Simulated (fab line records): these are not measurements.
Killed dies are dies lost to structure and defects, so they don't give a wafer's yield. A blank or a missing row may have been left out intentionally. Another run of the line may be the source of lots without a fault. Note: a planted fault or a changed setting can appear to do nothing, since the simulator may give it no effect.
Which tool is to blame? :: flow n5 finfet :: 33 wafers sampled from 11 lots at 1 step of a route of 1938

WHAT THE GAUGES SHOWED, per wafer
N5_BEOL_M14_INSPECT_55: inspects for defects (darkfield). Usual: raw defect count at 86, with a standard deviation of 29.
lot: L368
measured: day 12 06:29
on: defect inspect-02
raw defect count: 88 101 93
flag: 

lot: L369
measured: day 12 06:53
on: defect inspect-02
raw defect count: 88 115 141
flag: 

lot: L370
measured: day 12 09:38
on: defect inspect-02
raw defect count: 63 80 52
flag: 

lot: L377
measured: day 14 01:46
on: defect inspect-02
raw defect count: 68 67 69
flag: 

lot: L379
measured: day 14 13:03
on: defect inspect-01
raw defect count: 66 61 40
flag: 

lot: L382
measured: day 14 17:12
on: defect inspect-01
raw defect count: 60 52 38
flag: 

lot: L381
measured: day 14 18:53
on: defect inspect-01
raw defect count: 107 124 141
flag: 

lot: L386
measured: day 15 21:52
on: defect inspect-01
raw defect count: 93 116 80
flag: 

lot: L387
measured: day 16 18:26
on: defect inspect-02
raw defect count: 87 161 75
flag: 

lot: L388
measured: day 16 19:11
on: defect inspect-02
raw defect count: 57 113 58
flag: 

lot: L390
measured: day 16 21:47
on: defect inspect-01
raw defect count: 64 94 88
flag: 

TOOL THAT RAN EACH LOT (tool first, then ch and the chambers of the sampled wafers, then the start)
The record holds no process step before these readings.

AS READ BY THE TOOLS THEMSELVES (means over the sampled wafers that have a number; for cases with no such wafer, the mark the record gives instead)
The record holds no such reading with a usual standard deviation.

THE ANSWER, worked out from the rows above alone
Rule: a lot is off if the mean of its wafers that have a number lies more than 3 standard deviations from the usual mean. A lot without any number at a reading at which 4 lots or more have one is off too. All remaining lots with rows at the step are treated as sound. Order of review: gauges by route order, followed by the tools' own readings, for which a lot's mean as printed above is used. The first step at which some lot is off is used, and at that step the reading that is off furthest; a lot without a number counts as furthest.
No lot is off at any reading shown: from this, nothing can be told.

WHAT HAD BEEN PUT IN BY THE SIMULATOR
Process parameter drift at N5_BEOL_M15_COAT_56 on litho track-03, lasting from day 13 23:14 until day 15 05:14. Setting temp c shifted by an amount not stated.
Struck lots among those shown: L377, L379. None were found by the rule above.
